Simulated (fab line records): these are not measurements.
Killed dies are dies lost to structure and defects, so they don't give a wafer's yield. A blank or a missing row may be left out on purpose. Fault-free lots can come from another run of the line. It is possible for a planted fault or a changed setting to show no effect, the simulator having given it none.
fab line records	flow n5_finfet
record lots=24	wafers=72	last_day=18
route steps=1938 shown BEOL_M10@1472 BEOL_M11@1557 BEOL_M12@1619
lots with no fault: from the same line, run without faults
start_h: start of the lot's first displayed wafer, in hours after the record's first day	wait_h: hours since the lot's step before	" identical to the entry in the row above	L1.1+2: a single row standing in for several wafers	- no value, or no start was given	* or withheld: withheld	< > ~ a bound
route shown NAME@n: a module of which the file shows steps, and the number in the route of the first	usual: the fault-free wafers' mean and standard deviation	same: alike in all rows	chamber/n: place in a boat	sites: the reading at each site	_std_site: standard deviation of those values	_edge_site: inner sites' mean taken away from outer sites' mean	radius_mm: how far each site lies from the wafer's centre	mask NAME#n: copy n	behind: the tool/chamber that last shaped the wafer	hold: what put the lot on hold/how long, in hours/how the hold closed	device: the transistor (n, p or np) that didn't switch	end of line: tests of these same wafers at the route's end	where a step has no rows: the recipe by itself	killed: not the wafer's yield, but the dies lost to structure and defects at the first sort	map: a wafer's dies, marking killed ones x, the rest . and places with no die _
set.NAME: the run value of the setting; set.NAME@STEP: its run value at that earlier step	model.NAME: the simulator's own value behind a step, which no gauge read
steps of the route over a sample of lots; a table a step, a row a wafer
services: when a tool's chamber went out of use (start_h, in hours from the record's first day, below 0 if earlier), for how many hours, and the reason
## steps
# step N5_BEOL_M10_THK_MEAS_01
# recipe reads=SiCOH_lowk_of_BEOL_M10_ILD_DEP_00
# usual M10_ILD_THK=267/4
lot.wafer	tool	chamber	start_h	wait_h	M10_ILD_THK[nm]
L074.4	film_metro-01	-	222.34	0.2	271
L074.5	"	-	"	"	267
L074.6	"	-	"	"	272
L075.2	film_metro-01	-	228.45	0.4	261
L075.4	"	-	"	"	265
L075.6	"	-	"	"	268
L077.1	film_metro-01	-	232.28	0.4	263
L077.2	"	-	"	"	267
L077.5	"	-	"	"	267
L076.2	film_metro-02	-	235.87	0.4	269
L076.3	"	-	"	"	267
L076.5	"	-	"	"	273
L079.3	film_metro-01	-	265.41	0.3	261
L079.4	"	-	"	"	271
L079.5	"	-	"	"	266
L078.2	film_metro-01	-	266.06	0.4	264
L078.5	"	-	"	"	269
L078.6	"	-	"	"	264
L082.1	film_metro-02	-	272.31	0.4	270
L082.3	"	-	"	"	268
L082.5	"	-	"	"	279
L080.2	film_metro-01	-	275.53	0.4	260
L080.5	"	-	"	"	261
L080.6	"	-	"	"	269
L081.2	film_metro-02	-	275.86	0.4	268
L081.4	"	-	"	"	269
L081.5	"	-	"	"	266
L085.1	film_metro-02	-	284.41	0.8	262
L085.2	"	-	"	"	266
L085.6	"	-	"	"	271
L083.1	film_metro-01	-	288.93	0.4	264
L083.3	"	-	"	"	264
L083.4	"	-	"	"	272
L087.3	film_metro-02	-	293.54	0.3	265
L087.4	"	-	"	"	266
L087.5	"	-	"	"	269
L086.3	film_metro-02	-	296.31	0.3	268
L086.4	"	-	"	"	274
L086.5	"	-	"	"	266
L084.2	film_metro-01	-	296.61	0.4	258
L084.4	"	-	"	"	266
L084.6	"	-	"	"	262
L088.2	film_metro-01	-	307.25	0.7	263
L088.4	"	-	"	"	263
L088.5	"	-	"	"	267
L089.2	film_metro-02	-	309.89	0.7	267
L089.3	"	-	"	"	271
L089.5	"	-	"	"	271
L090.3	film_metro-02	-	326.07	0.3	268
L090.4	"	-	"	"	274
L090.5	"	-	"	"	267
L092.1	film_metro-02	-	335.22	0.4	258
L092.2	"	-	"	"	265
L092.3	"	-	"	"	265
L091.1	film_metro-02	-	335.45	0.4	264
L091.2	"	-	"	"	261
L091.3	"	-	"	"	266
L093.2	film_metro-01	-	344.26	0.4	262
L093.3	"	-	"	"	264
L093.4	"	-	"	"	264
L094.1	film_metro-02	-	352.75	0.4	262
L094.5	"	-	"	"	266
L094.6	"	-	"	"	267
L097.2	film_metro-01	-	362.55	0.4	265
L097.4	"	-	"	"	276
L097.5	"	-	"	"	274
L096.1	film_metro-01	-	367.17	0.4	264
L096.2	"	-	"	"	266
L096.4	"	-	"	"	272
L095.2	film_metro-02	-	367.47	0.4	267
L095.3	"	-	"	"	268
L095.4	"	-	"	"	269
# step N5_BEOL_M10_STRIP_77
# recipe chemistry=N2/H2	time_s=10	power_w=450	temp_c=40	pressure_mtorr=20	rf_frequency_hz=6e+07	bias_power_w=7	n2_flow_sccm=200	h2_flow_sccm=200
# usual drypump_motor_current_A=5.6/0.54	h2_flow_sccm=200.0/0.61	oes_product_au=0.77/0.052	rf_vpp_V=59.0/0.84	showerhead_plenum_p_Torr=2.50/0.072	throttle_valve_pct=23.7/0.36
lot.wafer	tool	chamber	start_h	wait_h	drypump_motor_current_A	h2_flow_sccm	oes_product_au	rf_hours_counter_h	rf_vpp_V	showerhead_plenum_p_Torr	throttle_valve_pct
L074.4	rie_diel-06	0	-	-	6.3	199.8	0.85	52	58.5	2.47	23.6
L074.5	"	0	"	"	6.2	199.4	0.84	-	58.1	2.47	23.5
L074.6	"	1	"	"	4.8	199.9	0.72	-	58.4	2.41	23.6
L075.2	rie_diel-03	1	-	-	6.1	201.1	0.87	59	59.8	2.58	23.4
L075.4	"	3	"	"	6.0	199.4	0.76	150	57.6	2.53	23.7
L075.6	"	1	"	"	6.2	201.1	0.87	-	59.6	2.58	23.4
L077.1	rie_diel-06	1	-	-	4.9	201.1	0.72	183	59.4	2.41	23.6
L077.2	"	3	"	"	6.6	199.6	0.78	111	60.2	2.56	24.1
L077.5	"	1	"	"	4.9	201.5	0.73	-	58.6	2.41	23.6
L076.2	rie_diel-03	0	-	-	5.5	199.8	0.82	93	59.2	2.67	22.9
L076.3	"	1	"	"	6.1	200.4	0.87	62	58.3	2.58	23.4
L076.5	"	1	"	"	6.1	199.6	0.87	-	58.9	2.58	23.4
L079.3	rie_diel-02	0	-	-	5.4	200.3	0.70	186	60.6	2.52	23.9
L079.4	"	1	"	"	5.1	200.5	0.82	71	59.8	2.47	23.7
L079.5	"	2	"	"	5.1	199.7	0.85	-	59.3	2.48	24.3
L078.2	rie_diel-06	1	-	-	4.9	200.1	0.71	194	59.3	2.40	23.6
L078.5	"	2	"	"	5.4	200.1	0.78	-	59.2	2.44	23.4
L078.6	"	3	"	"	6.6	199.6	0.76	-	58.8	2.56	24.1
L082.1	rie_diel-02	0	-	-	5.4	200.3	0.71	189	57.4	2.52	23.9
L082.3	"	3	"	"	5.4	199.4	0.75	179	60.5	2.63	23.5
L082.5	"	1	"	"	5.1	199.8	0.81	-	58.8	2.47	23.7
L080.2	rie_diel-06	0	-	-	6.2	199.9	0.82	69	58.4	2.46	23.6
L080.5	"	3	"	"	6.6	200.2	0.75	-	58.8	2.56	24.1
L080.6	"	2	"	"	5.4	199.8	0.77	-	58.8	2.44	23.4
L081.2	rie_diel-06	2	-	-	5.4	200.4	0.77	130	59.3	2.44	23.4
L081.4	"	1	"	"	4.8	200.0	0.72	198	59.4	2.40	23.6
L081.5	"	2	"	"	5.4	200.2	0.78	-	59.2	2.44	23.4
L085.1	rie_diel-06	3	-	-	6.6	200.8	0.76	126	59.8	2.56	24.1
L085.2	"	2	"	"	5.4	200.3	0.77	132	59.3	2.44	23.4
L085.6	"	0	"	"	6.3	199.4	0.83	-	58.4	2.46	23.6
L083.1	rie_diel-02	1	-	-	5.1	200.1	0.81	80	59.2	2.46	23.8
L083.3	"	2	"	"	5.1	200.7	0.84	69	57.8	2.47	24.3
L083.4	"	0	"	"	5.4	199.7	0.69	195	58.7	2.52	23.9
L087.3	rie_diel-02	1	-	-	5.0	200.0	0.80	83	57.9	2.46	23.7
L087.4	"	3	"	"	5.4	199.8	0.74	187	59.3	2.63	23.5
L087.5	"	1	"	"	5.1	199.3	0.80	-	59.4	2.46	23.8
L084.2	rie_diel-02	2	-	-	5.1	199.6	0.83	72	60.3	2.47	24.3
L084.4	"	1	"	"	5.0	200.9	0.79	83	59.0	2.46	23.8
L084.6	"	3	"	"	5.4	200.8	0.75	-	58.8	2.63	23.5
L086.3	rie_diel-03	0	-	-	5.5	200.8	0.79	114	59.7	2.66	23.0
L086.4	"	2	"	"	5.6	199.9	0.81	74	59.5	2.56	23.0
L086.5	"	3	"	"	6.0	200.1	0.74	-	59.8	2.52	23.8
L088.2	rie_diel-06	2	-	-	5.4	199.4	0.77	139	57.7	2.43	23.4
L088.4	"	1	"	"	4.9	199.8	0.70	207	58.8	2.40	23.6
L088.5	"	3	"	"	6.6	200.4	0.75	-	59.4	2.55	24.1
L089.2	rie_diel-06	3	-	-	6.6	199.6	0.75	133	59.5	2.55	24.1
L089.3	"	2	"	"	5.5	199.0	0.75	140	60.5	2.43	23.4
L089.5	"	1	"	"	4.9	199.8	0.70	-	58.1	2.40	23.6
L090.3	rie_diel-02	2	-	-	5.1	200.0	0.82	83	59.8	2.47	24.3
L090.4	"	0	"	"	5.4	201.0	0.68	208	59.3	2.51	23.9
L090.5	"	3	"	"	5.4	200.4	0.71	-	59.3	2.62	23.5
L091.1	rie_diel-03	2	-	-	5.6	199.0	0.79	86	58.6	2.55	23.0
L091.2	"	0	"	"	5.5	199.0	0.77	128	61.5	2.65	23.0
L091.3	"	3	"	"	6.0	200.0	0.72	185	58.5	2.52	23.8
L092.1	rie_diel-06	2	-	-	5.4	199.4	0.75	149	57.5	2.43	23.4
L092.2	"	3	"	"	6.6	200.7	0.74	143	59.4	2.55	24.1
L092.3	"	0	"	"	6.2	201.0	0.80	91	59.4	2.45	23.6
L093.2	rie_diel-02	2	-	-	5.1	201.3	0.82	89	59.0	2.47	24.3
L093.3	"	0	"	"	5.4	198.6	0.69	215	58.1	2.51	23.9
L093.4	"	3	"	"	5.4	200.2	0.73	203	58.5	2.62	23.5
L094.1	rie_diel-02	3	-	-	5.4	200.2	0.72	206	57.8	2.62	23.5
L094.5	"	1	"	"	5.1	200.1	0.78	-	59.9	2.45	23.8
L094.6	"	2	"	"	5.1	200.2	0.81	-	58.9	2.46	24.3
L097.2	rie_diel-02	0	-	-	5.4	200.6	0.68	222	58.6	2.51	23.9
L097.4	"	1	"	"	5.1	199.7	0.78	108	59.8	2.45	23.8
L097.5	"	3	"	"	5.4	200.6	0.72	-	60.1	2.62	23.5
L096.1	rie_diel-02	2	-	-	5.1	200.7	0.80	98	59.6	2.46	24.3
L096.2	"	1	"	"	5.0	200.0	0.78	110	60.1	2.45	23.8
L096.4	"	0	"	"	5.4	199.3	0.68	223	60.1	2.51	23.9
L095.2	rie_diel-06	3	-	-	6.6	200.2	0.73	152	59.8	2.55	24.1
L095.3	"	2	"	"	5.5	200.8	0.76	158	59.4	2.43	23.4
L095.4	"	1	"	"	4.8	200.0	0.69	231	58.4	2.39	23.7
# step N5_BEOL_M11_HM_OPEN_17
# recipe chemistry=Cl2/BCl3	target_depth_a=200	overetch_a=60	target=TiN	mask_material=SOC	ion_energy_ev=150	pressure_mtorr=10	icp_w=1000	bias_w=126	Cl2_flow_sccm=53.25	bcl3_flow_sccm=21.75	Ar_flow_sccm=25
# usual bias_w=126.0/0.35	drypump_motor_current_A=5.7/0.52	oes_product_au=0.65/0.078	throttle_valve_pct=22.14/0.18
lot.wafer	tool	chamber	start_h	wait_h	bias_w	drypump_motor_current_A	oes_product_au	rf_hours_counter_h	throttle_valve_pct
L074.4	rie_metal-03	0	230.47	0.1	125.9	4.6	0.67	-	22.25
L074.5	"	0	"	"	126.6	4.6	0.66	-	22.27
L074.6	"	1	"	"	126.0	5.9	0.57	-	21.83
L075.2	rie_metal-01	0	237.97	0.0	126.3	6.1	0.75	12	22.05
L075.4	"	1	"	"	126.0	5.8	0.54	-	22.41
L075.6	"	0	"	"	126.4	6.2	0.75	-	22.06
L077.1	rie_metal-03	0	241.50	0.0	125.8	4.6	0.66	40	22.26
L077.2	"	1	"	"	126.2	5.9	0.58	83	21.82
L077.5	"	0	"	"	126.1	4.6	0.66	-	22.26
L076.2	rie_metal-01	1	245.13	0.0	125.7	5.8	0.55	113	22.40
L076.3	"	0	"	"	125.8	6.1	0.75	-	22.06
L076.5	"	0	"	"	125.7	6.1	0.75	-	22.04
L079.3	rie_metal-01	1	275.01	0.1	126.0	5.8	0.55	-	22.38
L079.4	"	0	"	"	125.5	6.2	0.75	-	22.06
L079.5	"	1	"	"	126.2	5.8	0.55	-	22.38
L078.2	rie_metal-03	1	275.10	0.0	125.5	5.9	0.57	87	21.85
L078.5	"	0	"	"	125.8	4.6	0.66	-	22.26
L078.6	"	1	"	"	126.3	5.9	0.57	-	21.86
L082.1	rie_metal-01	1	280.25	0.0	126.3	5.8	0.55	115	22.38
L082.3	"	1	"	"	126.0	5.8	0.54	-	22.42
L082.5	"	0	"	"	125.5	6.2	0.74	-	22.06
L080.2	rie_metal-01	1	282.19	0.0	125.8	5.8	0.54	115	22.40
L080.5	"	0	"	"	126.4	6.2	0.73	-	22.05
L080.6	"	1	"	"	125.9	5.8	0.54	-	22.40
L081.2	rie_metal-01	1	285.28	0.0	126.0	5.8	0.55	115	22.39
L081.4	"	1	"	"	126.0	5.8	0.55	-	22.38
L081.5	"	0	"	"	125.9	6.1	0.74	-	22.03
L085.1	rie_metal-01	0	293.46	0.0	127.2	6.2	0.74	17	22.06
L085.2	"	1	"	"	125.6	5.8	0.54	116	22.39
L085.6	"	1	"	"	126.2	5.8	0.54	-	22.38
L083.1	rie_metal-03	1	300.01	0.0	125.8	5.9	0.57	89	21.85
L083.3	"	0	"	"	126.2	4.6	0.65	-	22.25
L083.4	"	1	"	"	125.4	5.9	0.57	-	21.84
L087.3	rie_metal-02	0	307.02	0.1	126.1	6.1	0.61	-	22.23
L087.4	"	1	"	"	125.8	5.6	0.72	-	22.16
L087.5	"	0	"	"	125.8	6.1	0.60	-	22.25
L086.3	rie_metal-02	0	309.21	0.1	126.4	6.1	0.61	-	22.25
L086.4	"	1	"	"	126.6	5.6	0.71	-	22.17
L086.5	"	0	"	"	126.1	6.1	0.61	-	22.26
L084.2	rie_metal-03	1	311.30	0.0	126.6	5.9	0.57	89	21.86
L084.4	"	0	"	"	126.3	4.6	0.65	-	22.27
L084.6	"	0	"	"	126.7	4.6	0.66	-	22.25
L088.2	rie_metal-03	0	315.96	0.0	125.9	4.6	0.64	48	22.27
L088.4	"	0	"	"	126.1	4.6	0.65	-	22.27
L088.5	"	0	"	"	126.1	4.6	0.66	-	22.28
L089.2	rie_metal-01	0	319.37	0.1	125.8	6.1	0.73	-	22.07
L089.3	"	0	"	"	125.6	6.2	0.72	-	22.07
L089.5	"	0	"	"	125.6	6.2	0.72	-	22.07
L090.3	rie_metal-02	1	340.20	0.1	125.2	5.5	0.72	-	22.18
L090.4	"	0	"	"	126.0	6.1	0.61	-	22.24
L090.5	"	0	"	"	126.0	6.1	0.61	-	22.25
L091.1	rie_metal-03	0	345.87	0.0	125.6	4.6	0.64	50	22.28
L091.2	"	1	"	"	125.9	5.9	0.56	92	21.86
L091.3	"	0	"	"	125.4	4.6	0.65	-	22.27
L092.1	rie_metal-02	0	345.96	0.0	126.1	6.1	0.60	73	22.25
L092.2	"	1	"	"	126.0	5.6	0.70	19	22.16
L092.3	"	0	"	"	125.6	6.1	0.60	-	22.24
L093.2	rie_metal-03	1	355.10	0.0	126.3	5.9	0.56	94	21.86
L093.3	"	1	"	"	126.3	5.9	0.56	-	21.86
L093.4	"	0	"	"	125.7	4.6	0.63	-	22.28
L094.1	rie_metal-02	1	365.70	0.0	126.1	5.6	0.70	22	22.20
L094.5	"	0	"	"	125.8	6.1	0.60	-	22.25
L094.6	"	1	"	"	125.7	5.6	0.70	-	22.21
L097.2	rie_metal-02	1	375.36	0.0	125.7	5.6	0.69	22	22.21
L097.4	"	0	"	"	126.3	6.1	0.60	-	22.25
L097.5	"	1	"	"	125.9	5.6	0.69	-	22.19
L096.1	rie_metal-01	0	378.87	0.0	126.4	6.2	0.71	27	22.09
L096.2	"	1	"	"	125.8	5.8	0.81	6	21.88
L096.4	"	0	"	"	126.1	6.1	0.72	-	22.04
L095.2	rie_metal-01	0	379.13	0.0	126.4	6.1	0.70	27	22.08
L095.3	"	1	"	"	125.4	5.8	0.81	-	21.89
L095.4	"	0	"	"	126.5	6.2	0.71	-	22.05
# step N5_BEOL_M11_CD_MEAS_18
# recipe pitch_nm=140	target_cd_nm=70
# usual cd_nm=70.2/0.54
lot.wafer	tool	chamber	start_h	wait_h	cd_nm
L074.4	cd_sem-02	-	230.68	0.1	70.1
L074.5	"	-	"	"	69.1
L074.6	"	-	"	"	70.0
L075.2	cd_sem-02	-	238.15	0.1	69.5
L075.4	"	-	"	"	70.1
L075.6	"	-	"	"	69.8
L077.1	cd_sem-01	-	241.68	0.0	70.3
L077.2	"	-	"	"	70.4
L077.5	"	-	"	"	70.0
L076.2	cd_sem-03	-	245.31	0.1	69.8
L076.3	"	-	"	"	70.1
L076.5	"	-	"	"	70.2
L079.3	cd_sem-02	-	275.17	0.1	69.9
L079.4	"	-	"	"	69.6
L079.5	"	-	"	"	70.2
L078.2	cd_sem-01	-	275.28	0.1	70.3
L078.5	"	-	"	"	70.5
L078.6	"	-	"	"	70.2
L082.1	cd_sem-01	-	280.43	0.0	70.1
L082.3	"	-	"	"	69.9
L082.5	"	-	"	"	68.9
L080.2	cd_sem-03	-	282.38	0.1	70.6
L080.5	"	-	"	"	70.7
L080.6	"	-	"	"	69.9
L081.2	cd_sem-02	-	285.48	0.1	71.3
L081.4	"	-	"	"	71.9
L081.5	"	-	"	"	70.1
L085.1	cd_sem-03	-	293.64	0.0	70.3
L085.2	"	-	"	"	69.8
L085.6	"	-	"	"	69.7
L083.1	cd_sem-02	-	300.32	0.1	71.0
L083.3	"	-	"	"	70.3
L083.4	"	-	"	"	70.9
L087.3	cd_sem-02	-	307.18	0.1	70.2
L087.4	"	-	"	"	70.4
L087.5	"	-	"	"	70.0
L086.3	cd_sem-03	-	309.46	0.1	70.0
L086.4	"	-	"	"	69.9
L086.5	"	-	"	"	70.2
L084.2	cd_sem-01	-	311.49	0.1	70.6
L084.4	"	-	"	"	70.6
L084.6	"	-	"	"	70.5
L088.2	cd_sem-01	-	316.15	0.1	69.0
L088.4	"	-	"	"	70.5
L088.5	"	-	"	"	69.6
L089.2	cd_sem-03	-	319.76	0.1	70.4
L089.3	"	-	"	"	70.1
L089.5	"	-	"	"	70.0
L090.3	cd_sem-01	-	340.36	0.1	70.2
L090.4	"	-	"	"	70.7
L090.5	"	-	"	"	70.8
L091.1	cd_sem-01	-	346.05	0.0	69.8
L091.2	"	-	"	"	70.3
L091.3	"	-	"	"	70.9
L092.1	cd_sem-02	-	346.15	0.0	71.6
L092.2	"	-	"	"	71.3
L092.3	"	-	"	"	70.6
L093.2	cd_sem-01	-	355.36	0.1	70.3
L093.3	"	-	"	"	69.8
L093.4	"	-	"	"	69.9
L094.1	cd_sem-02	-	365.88	0.0	69.5
L094.5	"	-	"	"	70.1
L094.6	"	-	"	"	70.0
L097.2	cd_sem-02	-	375.54	0.1	70.4
L097.4	"	-	"	"	70.0
L097.5	"	-	"	"	69.7
L096.1	cd_sem-02	-	379.05	0.0	70.3
L096.2	"	-	"	"	70.6
L096.4	"	-	"	"	70.0
L095.2	cd_sem-01	-	379.32	0.1	69.5
L095.3	"	-	"	"	70.0
L095.4	"	-	"	"	69.0
# step N5_BEOL_M11_CURE_72
# recipe temp_c=370	time_s=120	ambient=DMADMS/He	material=SiCOH_lowk
# usual lamp_power_pct=52.31/0.053	wafer_temp_C_max=371.7/0.57
lot.wafer	tool	chamber	start_h	wait_h	lamp_power_pct	wafer_temp_C_max
L074.4	uv_cure-01	1	232.80	0.2	52.30	371.5
L074.5	"	1	"	"	52.26	371.3
L074.6	"	1	"	"	52.27	371.1
L075.2	uv_cure-02	2	240.18	0.3	52.30	372.3
L075.4	"	2	"	"	52.29	372.0
L075.6	"	2	"	"	52.31	372.3
L077.1	uv_cure-01	2	244.23	0.0	52.28	372.4
L077.2	"	2	"	"	52.43	371.7
L077.5	"	2	"	"	52.21	371.6
L076.2	uv_cure-03	1	246.46	0.1	52.31	371.4
L076.3	"	1	"	"	52.31	371.5
L076.5	"	1	"	"	52.34	371.4
L079.3	uv_cure-03	0	276.39	0.1	52.38	371.5
L079.4	"	0	"	"	52.34	371.3
L079.5	"	0	"	"	52.36	371.3
L078.2	uv_cure-03	2	277.73	0.1	52.39	370.7
L078.5	"	2	"	"	52.23	371.1
L078.6	"	2	"	"	52.38	371.2
L082.1	uv_cure-01	2	281.88	0.0	52.33	372.1
L082.3	"	2	"	"	52.21	371.5
L082.5	"	2	"	"	52.31	372.0
L080.2	uv_cure-02	1	284.17	0.1	52.32	370.8
L080.5	"	1	"	"	52.32	370.8
L080.6	"	1	"	"	52.30	371.0
L081.2	uv_cure-01	1	288.32	0.1	52.38	371.6
L081.4	"	1	"	"	52.38	371.7
L081.5	"	1	"	"	52.38	371.1
L085.1	uv_cure-01	2	299.34	0.0	52.29	372.4
L085.2	"	2	"	"	52.35	371.9
L085.6	"	2	"	"	52.30	372.7
L083.1	uv_cure-02	2	302.51	0.3	52.36	372.5
L083.3	"	2	"	"	52.29	372.7
L083.4	"	2	"	"	52.32	372.5
L087.3	uv_cure-02	2	308.64	0.1	52.26	371.9
L087.4	"	2	"	"	52.26	373.6
L087.5	"	2	"	"	52.36	372.5
L086.3	uv_cure-01	0	311.49	0.2	52.35	371.4
L086.4	"	0	"	"	52.35	371.2
L086.5	"	0	"	"	52.34	371.3
L084.2	uv_cure-01	1	313.79	0.3	52.29	370.9
L084.4	"	1	"	"	52.35	371.7
L084.6	"	1	"	"	52.28	371.7
L088.2	uv_cure-02	2	318.57	0.1	52.35	372.2
L088.4	"	2	"	"	52.30	372.5
L088.5	"	2	"	"	52.31	372.7
L089.2	uv_cure-02	0	322.84	0.1	52.30	371.9
L089.3	"	0	"	"	52.31	372.2
L089.5	"	0	"	"	52.25	372.1
L090.3	uv_cure-01	2	341.78	0.2	52.22	372.0
L090.4	"	2	"	"	52.19	371.4
L090.5	"	2	"	"	52.34	372.1
L092.1	uv_cure-01	1	350.43	0.2	52.34	371.6
L092.2	"	1	"	"	52.34	371.4
L092.3	"	1	"	"	52.31	371.5
L091.1	uv_cure-02	0	350.59	0.0	52.30	372.1
L091.2	"	0	"	"	52.40	372.4
L091.3	"	0	"	"	52.22	372.3
L093.2	uv_cure-03	1	356.69	0.1	52.34	371.2
L093.3	"	1	"	"	52.30	370.7
L093.4	"	1	"	"	52.22	371.3
L094.1	uv_cure-02	1	368.52	0.0	52.28	371.0
L094.5	"	1	"	"	52.26	370.7
L094.6	"	1	"	"	52.32	370.9
L097.2	uv_cure-01	1	377.85	0.1	52.28	371.4
L097.4	"	1	"	"	52.36	371.8
L097.5	"	1	"	"	52.23	371.6
L095.2	uv_cure-02	1	381.14	0.1	52.29	371.0
L095.3	"	1	"	"	52.24	371.3
L095.4	"	1	"	"	52.24	371.2
L096.1	uv_cure-01	1	381.41	0.0	52.30	371.4
L096.2	"	1	"	"	52.27	371.0
L096.4	"	1	"	"	52.32	371.5
# step N5_BEOL_M12_STRIP_64
# recipe chemistry=N2/H2	power_w=1000	temp_c=250	h2_frac=0.65	overash_fraction=0.3	pressure_mtorr=withheld	n2_flow_sccm=1750	h2_flow_sccm=3250
# usual drypump_motor_current_A=5.6/0.36	h2_flow_sccm=3250/8.8	heater_power_w=313/12	oes_product_au=0.715/0.0045	strip_time_to_endpoint_s=31.34/0.066
lot.wafer	tool	chamber	start_h	wait_h	drypump_motor_current_A	h2_flow_sccm	heater_power_w	oes_product_au	rf_hours_counter_h	strip_time_to_endpoint_s
L074.4	plasma_asher-02	1	235.88	0.0	5.1	3250	321	0.719	-	31.39
L074.5	"	1	"	"	5.1	3252	327	0.713	-	31.42
L074.6	"	0	"	"	5.8	3248	316	0.721	-	31.40
L075.2	plasma_asher-01	0	244.25	0.0	6.1	3253	320	0.716	68	31.47
L075.4	"	1	"	"	5.4	3243	292	0.709	-	31.40
L075.6	"	1	"	"	5.4	3258	284	0.705	-	31.38
L077.1	plasma_asher-02	1	247.91	0.0	5.1	3262	316	0.711	125	31.20
L077.2	"	0	"	"	5.8	3242	320	0.717	125	31.29
L077.5	"	1	"	"	5.1	3260	318	0.706	-	31.25
L076.2	plasma_asher-01	0	251.60	0.0	6.1	3255	314	0.718	69	31.33
L076.3	"	1	"	"	5.4	3249	296	0.715	-	31.33
L076.5	"	1	"	"	5.4	3239	299	0.719	-	31.40
L079.3	plasma_asher-01	1	280.27	0.0	5.4	3257	293	0.713	-	31.42
L079.4	"	0	"	"	6.1	3256	325	0.716	-	31.44
L079.5	"	1	"	"	5.4	3248	295	0.715	-	31.38
L078.2	plasma_asher-02	0	280.73	0.0	5.8	3255	322	0.729	131	31.40
L078.5	"	1	"	"	5.1	3239	314	0.713	-	31.36
L078.6	"	0	"	"	5.8	3244	321	0.714	-	31.34
L082.1	plasma_asher-02	1	285.94	0.0	5.1	3247	318	0.710	132	31.40
L082.3	"	1	"	"	5.1	3254	325	0.715	-	31.38
L082.5	"	1	"	"	5.1	3256	318	0.720	-	31.36
L080.2	plasma_asher-01	0	287.27	0.0	6.0	3237	316	0.717	76	31.32
L080.5	"	1	"	"	5.4	3255	292	0.711	-	31.31
L080.6	"	0	"	"	6.0	3245	314	0.713	-	31.33
L081.2	plasma_asher-02	1	293.87	0.0	5.1	3249	318	0.715	133	31.30
L081.4	"	0	"	"	5.8	3260	317	0.717	-	31.29
L081.5	"	1	"	"	5.1	3255	320	0.723	-	31.26
L085.1	plasma_asher-02	1	304.40	0.0	5.2	3241	317	0.716	136	31.38
L085.2	"	0	"	"	5.8	3245	326	0.714	136	31.32
L085.6	"	1	"	"	5.1	3255	321	0.708	-	31.40
L083.1	plasma_asher-01	0	307.50	0.0	6.1	3252	317	0.711	80	31.38
L083.3	"	1	"	"	5.4	3239	291	0.716	-	31.35
L083.4	"	0	"	"	6.1	3243	317	0.717	-	31.39
L087.3	plasma_asher-02	0	312.39	0.0	5.8	3245	318	0.727	-	31.34
L087.4	"	1	"	"	5.1	3253	318	0.711	-	31.38
L087.5	"	0	"	"	5.8	3245	322	0.708	-	31.32
L086.3	plasma_asher-01	0	315.89	0.0	6.1	3249	324	0.722	-	31.24
L086.4	"	1	"	"	5.4	3258	293	0.708	-	31.23
L086.5	"	0	"	"	6.0	3237	323	0.706	-	31.30
L084.2	plasma_asher-01	0	317.04	0.0	6.1	3254	320	0.717	82	31.40
L084.4	"	1	"	"	5.4	3249	285	0.721	-	31.42
L084.6	"	1	"	"	5.4	3240	291	0.716	-	31.43
L088.2	plasma_asher-01	1	321.95	0.0	5.4	3254	287	0.713	84	31.31
L088.4	"	1	"	"	5.4	3264	297	0.706	-	31.25
L088.5	"	0	"	"	6.0	3231	318	0.716	-	31.29
L089.2	plasma_asher-02	1	326.22	0.0	5.1	3239	319	0.713	140	31.35
L089.3	"	1	"	"	5.1	3256	312	0.713	-	31.42
L089.5	"	1	"	"	5.1	3251	314	0.719	-	31.39
L090.3	plasma_asher-02	1	346.99	0.0	5.1	3243	323	0.711	-	31.35
L090.4	"	0	"	"	5.8	3241	321	0.711	-	31.36
L090.5	"	1	"	"	5.1	3252	321	0.716	-	31.30
L091.1	plasma_asher-02	0	354.03	0.0	5.8	3259	320	0.710	145	31.30
L091.2	"	1	"	"	5.1	3243	314	0.713	145	31.31
L091.3	"	1	"	"	5.1	3241	320	0.705	-	31.31
L092.1	plasma_asher-01	0	354.29	0.0	6.1	3248	319	0.722	91	31.28
L092.2	"	1	"	"	5.4	3243	289	0.715	91	31.26
L092.3	"	1	"	"	5.4	3251	289	0.712	-	31.22
L093.2	plasma_asher-01	0	362.10	0.0	6.0	3243	316	0.711	92	31.38
L093.3	"	0	"	"	6.0	3235	318	0.710	-	31.36
L093.4	"	1	"	"	5.4	3238	297	0.720	-	31.42
L094.1	plasma_asher-01	1	372.93	0.0	5.4	3249	297	0.717	94	31.39
L094.5	"	1	"	"	5.4	3257	295	0.717	-	31.36
L094.6	"	0	"	"	6.0	3270	321	0.707	-	31.45
L097.2	plasma_asher-02	1	381.45	0.0	5.1	3234	318	0.713	151	31.33
L097.4	"	1	"	"	5.1	3251	324	0.719	-	31.34
L097.5	"	0	"	"	5.8	3258	315	0.720	-	31.39
L095.2	plasma_asher-02	1	384.96	0.0	5.1	3269	315	0.711	151	31.37
L095.3	"	0	"	"	5.8	3254	324	0.711	-	31.31
L095.4	"	1	"	"	5.1	3258	317	0.719	-	31.33
L096.1	plasma_asher-02	0	385.21	0.0	5.8	3244	316	0.714	151	31.29
L096.2	"	1	"	"	5.1	3267	319	0.712	151	31.33
L096.4	"	1	"	"	5.1	3241	313	0.715	-	31.25
## services
tool	chamber	start_h	hours	kind
rie_metal-01	-	210.27	0.7	repair
uv_cure-03	-	237.04	1.0	pm
rie_diel-06	3	237.05	5.0	repair
rie_metal-01	1	246.97	16.4	repair
plasma_asher-02	-	253.82	1.1	repair
uv_cure-02	-	259.58	1.0	pm
rie_metal-03	-	264.13	0.5	repair
uv_cure-01	-	276.47	2.1	pm
rie_metal-01	-	296.25	0.1	repair
rie_metal-01	1	300.14	-	clean
rie_metal-01	1	300.14	21.2	scheduled_down
rie_metal-01	1	300.14	21.2	vent_cycle
rie_metal-03	1	300.85	7.4	repair
rie_diel-03	3	307.60	7.1	repair
uv_cure-01	-	318.51	0.3	repair
plasma_asher-02	-	332.03	3.5	repair
rie_diel-02	3	335.50	4.8	repair
rie_diel-06	2	362.62	4.0	repair
plasma_asher-02	-	370.87	2.1	repair
rie_diel-03	0	379.04	8.9	repair
rie_metal-02	0	382.15	8.1	repair
## key
fault none
